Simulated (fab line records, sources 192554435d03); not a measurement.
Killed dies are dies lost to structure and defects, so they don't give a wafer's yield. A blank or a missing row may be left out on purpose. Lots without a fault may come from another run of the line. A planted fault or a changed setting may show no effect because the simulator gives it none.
fab line records | flow n5_finfet
record lots=4 wafers=12 last_day=14
route steps=1938 shown GATE_CUT@469 BEOL_M4@1111
lots that met no fault: from a run of the same line without faults
start_h: hours from the record's first day to the start of the lot's first wafer shown | wait_h: hours since the lot's step before | " the same as in the row above | L1.1+2: a row that stands for several wafers | - no value, or no start given | * or withheld: withheld | < > ~ a bound
route shown NAME@n: a module of which the file shows steps, and the number in the route of the first | usual: mean/standard deviation of fault-free wafers | same: alike in all rows | chamber/n: place in a boat | sites: the reading at each site | _std_site: their standard deviation | _edge_site: outer sites' mean less inner sites' | radius_mm: how far each site lies from the wafer's centre | mask NAME#n: copy n | behind: the tool/chamber that last shaped the wafer | hold: why the lot was held/for how many hours/how that ended | device: the transistor (n, p or np) that didn't switch | end of line: the same wafers' tests at the end of the route | a step without rows: its recipe alone | killed: dies lost to structure and defects at the first sort, not the wafer's yield | map: a wafer's dies, x killed, . not, _ none there
set.NAME: the setting as run; set.NAME@STEP: as run at that earlier step | model.NAME: the simulator's own value behind a step, which no gauge read
lots at some steps of the route; a table a step, a row a wafer
services: from which hour (start_h, from the record's first day; less than 0 if before it) a tool's chamber was out of use, for how many hours, and why
## steps
# step N5_GATE_CUT_ETCH_58
# recipe chemistry=CH3F/O2 target=SiNx target_depth_a=170 time_s=128.6 ion_energy_ev=50 pressure_mtorr=30 source_w=415 bias_w=21 Ar_flow_sccm=150 CH3F_flow_sccm=30 O2_flow_sccm=20
# step N5_GATE_CUT_STRIP_59
# recipe chemistry=N2/H2 time_s=20 power_w=100 temp_c=40 pressure_mtorr=100 rf_frequency_hz=6e+07 bias_power_w=3 n2_flow_sccm=300 h2_flow_sccm=300
# step N5_GATE_CUT_PRECLEAN_31
# recipe temp_c=23 chemistry=DIW time_s=300
# step N5_GATE_CUT_SRD_32
# recipe time_s=30 temp_c=23 rinse_liquid=diw dry=ipa_marangoni
# step N5_GATE_CUT_SAC_CAP_01
# recipe material=SiNx target_thk_a=240 temp_c=400 ald_precursor_family=SiH2I2 ald_co_reactant=N2/H2-plasma pulse_time_s=1 ald_cycles=480 purge_time_s=2 co_reactant_purge_time_s=2 pressure_torr=2
# step N5_GATE_CUT_PECVD_57
# recipe material=SiNx target_thk_a=210 temp_c=400 precursor=SiH4/NH3/N2 pressure_torr=1.5 rf_w=300
# step N5_GATE_CUT_CMP_02
# recipe stop_on=SiO2 t_overpolish_s=12.7 post_cmp_clean=alkaline_brush down_force_psi=2.5 platen_rpm=51.8 pad_velocity_m_s=1.0307 target_thk_nm=0
# step N5_GATE_CUT_HM_DEP_46
# recipe material=SiO2 target_thk_a=1300 temp_c=400 precursor=TEOS/O2 pressure_torr=6.5 rf_w=900 teos_flow_sccm=161.4 gas=O2 flow_sccm=2650 time_s=26.6
# step N5_GATE_CUT_COAT_34
# recipe resist=SOC temp_c=250 time_s=60 spin_rpm=1500 resist_thk_nm=60
# step N5_GATE_CUT_COAT_35
# recipe resist=SiARC temp_c=220 time_s=60 spin_rpm=1500 resist_thk_nm=10
# step N5_GATE_CUT_COAT_27
# recipe resist=underlayer temp_c=205 time_s=60 spin_rpm=1500 resist_thk_nm=10
# step N5_GATE_CUT_COAT_07
# recipe resist=CAR-EUV spin_rpm=1500 resist_thk_nm=30
# usual resist_line_temp_C=23.01/0.1 spin_speed_rpm=1499.9/0.98
# columns lot.wafer tool chamber start_h wait_h resist_line_temp_C spin_speed_rpm model.CAR-EUV_of_GATE_CUT_COAT_07.thk_nm
L393.3 litho_track-03 0 95.84 - 22.87 1499.9 30
L393.4 " 0 " " 23.03 1500.1 30
L393.6 " 0 " " 23.08 1499.5 30
L396.3 litho_track-03 0 113.02 - 22.96 1736.7 28
L396.4 " 0 " " 23.02 1738.2 28
L396.5 " 0 " " 23.00 1737.5 28
L397.2 litho_track-03 0 124.63 - 22.87 1738.5 27.8
L397.4 " 0 " " 23.01 1738.3 27.8
L397.5 " 0 " " 22.95 1737.7 27.8
L399.1 litho_track-01 0 133.40 - 22.88 1498.2 30.2
L399.4 " 0 " " 23.10 1498.8 30
L399.6 " 0 " " 23.18 1500.1 30
# step N5_GATE_CUT_EBR_09
# recipe solvent=PGMEA ebr_width_mm=1.5
# step N5_GATE_CUT_SOFTBAKE_08
# recipe temp_c=110 time_s=60 resist=CAR-EUV
# step N5_GATE_CUT_EXPOSE_10
# recipe mask_id=GATE_CUT na=0.33 source_shape=annular sigma_inner=0.35 sigma_outer=0.8 polarization=unpolarized target_cd_nm=20 dose_mj=43.25
# step N5_GATE_CUT_PEB_11
# recipe peb_temp_c=100 peb_time_s=60 resist=CAR-EUV
# step N5_GATE_CUT_DEVELOP_12
# recipe develop_time_s=30 developer=TMAH resist=CAR-EUV rinse_liquid=surfactant_rinse dry=air_spin dev_temp_c=23
# step N5_GATE_CUT_DESCUM_18
# recipe chemistry=O2 time_s=7 source_power_w=50 bias_power_w=20 pressure_mtorr=20 rf_frequency_hz=2.712e+07 temp_c=40 resist=CAR-EUV o2_flow_sccm=225
# step N5_GATE_CUT_ETCH_28
# recipe chemistry=N2/H2 target=underlayer target_depth_a=130 mask_material=CAR-EUV time_s=10.4 ion_energy_ev=200 pressure_mtorr=30 source_w=840 bias_w=150 n2_flow_sccm=200 h2_flow_sccm=200 ends=cleared
# step N5_GATE_CUT_ETCH_36
# recipe chemistry=CF4 target=SiARC target_depth_a=130 mask_material=CAR-EUV time_s=21.7 ion_energy_ev=80 pressure_mtorr=40 source_w=545 bias_w=36 Ar_flow_sccm=100 cf4_flow_sccm=100 ends=cleared
# usual drypump_motor_current_A=5.7/0.38 etch_rf_on_time_s=21.6/0.54 oes_product_au=0.68/0.05 rf_vpp_V=184.3/1.2 showerhead_plenum_p_Torr=2.15/0.076 throttle_valve_pct=15.55/0.15
# columns lot.wafer tool chamber start_h wait_h drypump_motor_current_A etch_rf_on_time_s oes_product_au rf_hours_counter_h rf_vpp_V showerhead_plenum_p_Torr throttle_valve_pct model.CAR-EUV_of_GATE_CUT_COAT_07.thk_nm
L393.3 rie_diel-03 3 96.48 0.0 5.1 22.4 0.72 62 186.2 2.26 15.55 7
L393.4 " 0 " " 5.5 21.7 0.67 136 184.1 2.14 15.43 7
L393.6 " 3 " " 5.1 22.5 0.71 - 185.2 2.27 15.55 7
L396.3 rie_diel-06 3 113.80 0.0 5.7 22.2 0.65 134 183.8 2.24 15.56 5
L396.4 " 0 " " 5.9 21.1 0.67 141 185.0 2.23 15.46 5
L396.5 " 0 " " 5.9 21.0 0.67 - 184.6 2.23 15.46 5
L397.2 rie_diel-05 1 125.19 0.0 6.5 21.7 0.58 247 185.4 2.11 15.80 4.8
L397.4 " 3 " " 6.1 21.9 0.66 129 185.8 2.14 15.44 5
L397.5 " 2 " " 4.9 21.5 0.78 - 184.9 2.19 15.43 4.8
L399.1 rie_diel-03 3 133.84 0.0 5.1 22.0 0.71 74 185.3 2.26 15.59 7
L399.4 " 2 " " 6.1 20.9 0.66 151 182.2 2.06 15.32 7
L399.6 " 2 " " 6.1 20.9 0.67 - 182.3 2.06 15.33 7
# step N5_GATE_CUT_ETCH_37
# recipe chemistry=N2/H2 target=SOC target_depth_a=600 overetch_a=120 mask_material=SiARC temp_c=40 time_s=90 ion_energy_ev=200 pressure_mtorr=30 source_w=840 bias_w=150 n2_flow_sccm=200 h2_flow_sccm=200
# step N5_BEOL_M4_RC_MEAS_101
# usual DIBL_N=36.7/1.8 DIBL_P=37.0/2.4 IOFF_N=0.17/0.036 IOFF_P=0.22/0.042 ION_N=673/12 ION_P=462/8.5 SS_N=71.7/0.62 SS_P=73.4/0.65 VT_N=250/3.7 VT_P=-250/3.7
# columns lot.wafer tool chamber start_h wait_h DIBL_N[mV/V] DIBL_P[mV/V] IOFF_N[nA/um] IOFF_P[nA/um] ION_N[uA/um] ION_P[uA/um] SS_N[mV/dec] SS_P[mV/dec] VT_N[mV] VT_P[mV]
L393.3 prober-02 0 196.30 0.3 37.1 36.1 0.16 0.19 673 457 72.1 73.2 252 -254
L393.4 " 0 " " 35.2 33.7 0.12 0.16 646 448 72.2 72.8 257 -255
L393.6 " 0 " " 37.5 36.6 0.17 0.20 672 455 72.3 74.3 252 -251
L396.3 prober-01 0 204.87 0.3 35.7 35.7 0.14 0.19 654 454 71.3 73.6 253 -254
L396.4 " 0 " " 37.8 38.5 0.18 0.23 671 456 71.4 74.5 249 -249
L396.5 " 0 " " 35.2 35.1 0.13 0.17 659 448 70.6 72.5 255 -255
L397.2 prober-01 0 233.38 0.2 35.0 34.8 0.13 0.18 665 455 71.8 72.8 254 -251
L397.4 " 0 " " 38.1 37.4 0.18 0.21 667 456 72.5 73.4 249 -250
L397.5 " 0 " " 36.5 36.2 0.16 0.20 670 456 70.9 73.3 251 -251
L399.1 prober-02 0 233.61 0.0 38.2 37.9 0.17 0.21 674 458 71.5 73.7 251 -252
L399.4 " 0 " " 35.8 35.4 0.13 0.18 653 455 70.8 72.8 251 -252
L399.6 " 0 " " 37.5 36.4 0.16 0.19 669 455 71.7 72.4 249 -254
## services
# columns tool chamber start_h hours kind
rie_diel-06 1 75.09 4.7 repair
rie_diel-06 1 99.01 14.3 repair
rie_diel-03 2 102.53 7.6 repair
## key
first_sign step=N5_GATE_CUT_COAT_07 reading=spin_speed_rpm direction=up sigmas=99+ usual=* struck=*
effect none on later readings
model_effect step=N5_GATE_CUT_COAT_07 value=CAR-EUV_of_GATE_CUT_COAT_07.thk_nm without=30.1 struck=27.9
model_effect step=N5_GATE_CUT_ETCH_36 value=CAR-EUV_of_GATE_CUT_COAT_07.thk_nm without=7.033 struck=4.933
met_at N5_GATE_CUT_COAT_07
struck_wafers L396.3,L396.4,L396.5,L397.2,L397.4,L397.5
onset_between 95.84 113.02
fault kind=process_parameter_drift tool=litho_track-03 chamber=- onset_h=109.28 steps=N5_GATE_CUT_COAT_07 channel=spin_rpm offset=* shape=step end_h=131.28 acts_in=* stated=*
